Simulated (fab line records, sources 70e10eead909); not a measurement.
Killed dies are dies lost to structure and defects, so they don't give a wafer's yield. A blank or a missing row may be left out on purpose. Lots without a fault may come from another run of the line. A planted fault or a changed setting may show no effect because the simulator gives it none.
Which tool did it? | flow nand_harc | 14 lots, 42 wafers sampled, at 4 steps of a route of 1159

WHAT THE GAUGES READ, wafer by wafer
The record holds no reading of a measuring or inspecting step that can be judged against a usual standard deviation.

WHICH TOOL RAN EACH LOT (tool, then ch and the chambers of the sampled wafers, then the start)
lot  | NHARC_A_STAIRCASE_TRIM_26                     | NHARC_A_STAIRCASE_EXPOSE_181      | NHARC_A_STAIRCASE_TRIM_187         | NHARC_A_STAIRCASE_ETCH_188
L313 | rie_diel-11 ch 0,1,2, day 10 21:54 or earlier | krf_scanner-04 ch 0, day 10 21:54 | rie_diel-12 ch 1,3, day 10 22:22   | rie_diel-12 ch 0,1,2, no start
L314 | rie_diel-04 ch 2,3, day 11 10:16 or earlier   | krf_scanner-02 ch 0, day 11 10:16 | rie_diel-11 ch 0,2, day 11 10:52   | rie_diel-11 ch 0,1,2, no start
L317 | rie_diel-11 ch 2,3, day 11 21:32 or earlier   | krf_scanner-03 ch 0, day 11 21:32 | rie_diel-12 ch 0,2,3, day 11 22:05 | rie_diel-12 ch 2,3, no start
L316 | rie_diel-04 ch 2,3, day 11 22:10 or earlier   | krf_scanner-04 ch 0, day 11 22:10 | rie_diel-11 ch 1,2, day 11 22:38   | rie_diel-11 ch 2,3, no start
L319 | rie_diel-11 ch 0,2,3, day 12 13:08 or earlier | krf_scanner-04, day 12 13:08      | rie_diel-04 ch 0,3, day 12 13:40   | rie_diel-04 ch 0,1,3, no start
L322 | rie_diel-12 ch 0,2,3, day 13 08:38 or earlier | krf_scanner-02, day 13 08:38      | rie_diel-11 ch 0,1,3, day 13 09:05 | rie_diel-11 ch 0,1,3, no start
L321 | rie_diel-11 ch 1,2,3, day 13 09:15 or earlier | krf_scanner-04 ch 0, day 13 09:15 | rie_diel-12 ch 0,1,2, day 13 09:43 | rie_diel-12 ch 2,3, no start
L329 | rie_diel-04 ch 0,1,3, day 15 02:19 or earlier | krf_scanner-03 ch 0, day 15 02:19 | rie_diel-12 ch 1,2,3, day 15 02:47 | rie_diel-12 ch 0,1,3, no start
L332 | rie_diel-04 ch 1,2,3, day 15 13:53 or earlier | krf_scanner-04 ch 0, day 15 13:53 | rie_diel-11 ch 0,3, day 15 14:20   | rie_diel-11 ch 1,2, no start
L333 | rie_diel-04 ch 0,2,3, day 15 14:40 or earlier | krf_scanner-04 ch 0, day 15 14:40 | rie_diel-12 ch 0,1,3, day 15 15:12 | rie_diel-12 ch 0,3, no start
L330 | rie_diel-12 ch 0,1,2, day 15 14:53 or earlier | krf_scanner-02 ch 0, day 15 14:53 | rie_diel-11 ch 0,1, day 15 15:23   | rie_diel-11 ch 2,3, no start
L331 | rie_diel-04 ch 0,1,2, day 15 20:29 or earlier | krf_scanner-02 ch 0, day 15 20:29 | rie_diel-11 ch 0,2,3, day 15 21:14 | rie_diel-11 ch 0,2,3, no start
L335 | rie_diel-04 ch 1,3, day 16 09:48 or earlier   | krf_scanner-02 ch 0, day 16 09:48 | rie_diel-04 ch 0,1, day 16 10:20   | rie_diel-04 ch 1,3, no start
L336 | rie_diel-12 ch 0,1, day 16 17:22 or earlier   | krf_scanner-03 ch 0, day 16 17:22 | rie_diel-12 ch 1,3, day 16 17:49   | rie_diel-12 ch 0,3, no start
- NHARC_A_STAIRCASE_TRIM_26: chemistry O2, time 211.2 s.
- NHARC_A_STAIRCASE_EXPOSE_181: exposes mask STAIR 2.
- NHARC_A_STAIRCASE_TRIM_187: chemistry O2, time 211.2 s.
- NHARC_A_STAIRCASE_ETCH_188: etches the open film in C4F8/O2, target depth 100 nm, time 40.5 s.

WHAT THE TOOLS THEMSELVES READ (means of the sampled wafers that have a number; where no wafer has one, the mark that the record gives instead)
NHARC_A_STAIRCASE_TRIM_26. Usual: drypump_motor_current_A 5.6 A, standard deviation 0.49; oes_product_au 1.000 a.u., standard deviation 0.0067; rf_vpp_V 57.6 V, standard deviation 0.83; showerhead_plenum_p_Torr 3.49 Torr, standard deviation 0.15; throttle_valve_pct 17.036 %, standard deviation 0.009.
lot  | tool        | drypump_motor_current_A (A) | oes_product_au (a.u.) | rf_vpp_V (V) | showerhead_plenum_p_Torr (Torr) | throttle_valve_pct (%) | flag
L313 | rie_diel-11 | 5.4                         | 1.009                 | 57.2         | 3.46                            | 17.031                 |
L314 | rie_diel-04 | 5.4                         | 0.992                 | 58.4         | 3.59                            | 17.041                 |
L317 | rie_diel-11 | 5.2                         | 0.993                 | 58.3         | 3.72                            | 17.033                 |
L316 | rie_diel-04 | 5.6                         | 0.995                 | 57.3         | 3.53                            | 17.042                 |
L319 | rie_diel-11 | 5.3                         | 1.006                 | 58.6         | 3.58                            | 17.029                 |
L322 | rie_diel-12 | 5.8                         | 0.996                 | 57.0         | 3.56                            | 17.038                 |
L321 | rie_diel-11 | 5.7                         | 1.007                 | 57.2         | 3.60                            | 17.032                 |
L329 | rie_diel-04 | 5.5                         | 0.998                 | 57.9         | 3.45                            | 17.040                 |
L332 | rie_diel-04 | 5.7                         | 0.993                 | 57.3         | 3.49                            | 17.040                 |
L333 | rie_diel-04 | 5.4                         | 1.008                 | 57.9         | 3.46                            | 17.029                 |
L330 | rie_diel-12 | 5.5                         | 0.996                 | 57.4         | 3.46                            | 17.036                 |
L331 | rie_diel-04 | 5.6                         | 0.994                 | 57.6         | 3.38                            | 17.033                 |
L335 | rie_diel-04 | 5.6                         | 0.997                 | 57.4         | 3.56                            | 17.042                 |
L336 | rie_diel-12 | 5.5                         | 1.001                 | 57.5         | 3.45                            | 17.038                 |

NHARC_A_STAIRCASE_EXPOSE_181. Usual: exposure_dose_mJ_cm2 27.875, standard deviation 0.028; focus_offset_nm -0.2 nm, standard deviation 0.54.
lot  | tool           | exposure_dose_mJ_cm2 | focus_offset_nm (nm) | flag
L313 | krf_scanner-04 | 27.870               | -0.3                 |
L314 | krf_scanner-02 | 27.891               | 0.3                  |
L317 | krf_scanner-03 | 27.858               | 0.0                  |
L316 | krf_scanner-04 | 27.843               | -0.2                 |
L319 | krf_scanner-04 | -                    | -                    | OFF
L322 | krf_scanner-02 | -                    | -                    | OFF
L321 | krf_scanner-04 | 27.828               | 0.0                  |
L329 | krf_scanner-03 | 27.925               | -0.8                 |
L332 | krf_scanner-04 | 27.857               | 0.5                  |
L333 | krf_scanner-04 | 27.877               | -0.3                 |
L330 | krf_scanner-02 | 27.874               | -0.0                 |
L331 | krf_scanner-02 | 27.881               | -0.3                 |
L335 | krf_scanner-02 | 27.839               | -0.7                 |
L336 | krf_scanner-03 | 27.874               | -0.1                 |

NHARC_A_STAIRCASE_TRIM_187. Usual: drypump_motor_current_A 5.6 A, standard deviation 0.51; oes_product_au 1.001 a.u., standard deviation 0.0091; rf_vpp_V 57.7 V, standard deviation 0.89; showerhead_plenum_p_Torr 3.50 Torr, standard deviation 0.16; throttle_valve_pct 17.036 %, standard deviation 0.009.
lot  | tool        | drypump_motor_current_A (A) | oes_product_au (a.u.) | rf_vpp_V (V) | showerhead_plenum_p_Torr (Torr) | throttle_valve_pct (%) | flag
L313 | rie_diel-12 | 5.6                         | 0.992                 | 57.5         | 3.57                            | 17.036                 |
L314 | rie_diel-11 | 4.9                         | 0.994                 | 57.7         | 3.44                            | 17.035                 |
L317 | rie_diel-12 | 5.8                         | 0.998                 | 58.0         | 3.57                            | 17.032                 |
L316 | rie_diel-11 | 5.9                         | 1.003                 | 58.0         | 3.47                            | 17.029                 |
L319 | rie_diel-04 | 5.1                         | 1.002                 | 57.4         | 3.44                            | 17.037                 |
L322 | rie_diel-11 | 5.8                         | 1.002                 | 58.5         | 3.47                            | 17.028                 |
L321 | rie_diel-12 | 5.5                         | 0.999                 | 57.4         | 3.47                            | 17.031                 |
L329 | rie_diel-12 | 5.6                         | 0.991                 | 58.0         | 3.51                            | 17.041                 |
L332 | rie_diel-11 | 5.4                         | 1.006                 | 57.6         | 3.44                            | 17.031                 |
L333 | rie_diel-12 | 5.6                         | 0.992                 | 57.7         | 3.50                            | 17.029                 |
L330 | rie_diel-11 | 6.0                         | 1.010                 | 57.3         | 3.33                            | 17.041                 |
L331 | rie_diel-11 | 5.3                         | 1.015                 | 57.6         | 3.57                            | 17.041                 |
L335 | rie_diel-04 | 5.8                         | 0.999                 | 56.8         | 3.36                            | 17.036                 |
L336 | rie_diel-12 | 5.3                         | 0.997                 | 58.2         | 3.44                            | 17.035                 |

NHARC_A_STAIRCASE_ETCH_188. Usual: oes_product_au 0.939 a.u., standard deviation 0.013; rf_vpp_V 895 V, standard deviation 5.8.
lot  | tool        | oes_product_au (a.u.) | rf_vpp_V (V) | flag
L313 | rie_diel-12 | 0.944                 | 894          |
L314 | rie_diel-11 | 0.941                 | 893          |
L317 | rie_diel-12 | 0.929                 | 899          |
L316 | rie_diel-11 | 0.931                 | 904          |
L319 | rie_diel-04 | 0.938                 | 893          |
L322 | rie_diel-11 | 0.935                 | 894          |
L321 | rie_diel-12 | 0.953                 | 898          |
L329 | rie_diel-12 | 0.921                 | 895          |
L332 | rie_diel-11 | 0.931                 | 893          |
L333 | rie_diel-12 | 0.925                 | 897          |
L330 | rie_diel-11 | 0.931                 | 902          |
L331 | rie_diel-11 | 0.943                 | 897          |
L335 | rie_diel-04 | 0.932                 | 897          |
L336 | rie_diel-12 | 0.953                 | 898          |

THE ANSWER, worked out from the rows above alone
Rule: a lot is off if the mean of its wafers that have a number lies more than 3 standard deviations from the usual mean. A lot without any number at a reading at which 4 lots or more have one is off too. The other lots that the step has rows for count as sound. The gauges are gone through in route order, then the tools' own readings, and for those a lot's mean is taken as printed above. The first step at which some lot is off is used, and at that step the reading that is off furthest; a lot without a number counts as furthest.
Off: L319, L322, at NHARC_A_STAIRCASE_EXPOSE_181 (exposure_dose_mJ_cm2). Without a number there: L319, L322.
A tool fits if, at that step or a process step before it, it ran every lot that is off, and no sound lot after the first of them. NHARC_A_STAIRCASE_TRIM_26 gives no start for some lots, so the hours and the order of its lots are those of NHARC_A_STAIRCASE_EXPOSE_181. None of those tried fits.

WHAT THE SIMULATOR HAD PUT IN
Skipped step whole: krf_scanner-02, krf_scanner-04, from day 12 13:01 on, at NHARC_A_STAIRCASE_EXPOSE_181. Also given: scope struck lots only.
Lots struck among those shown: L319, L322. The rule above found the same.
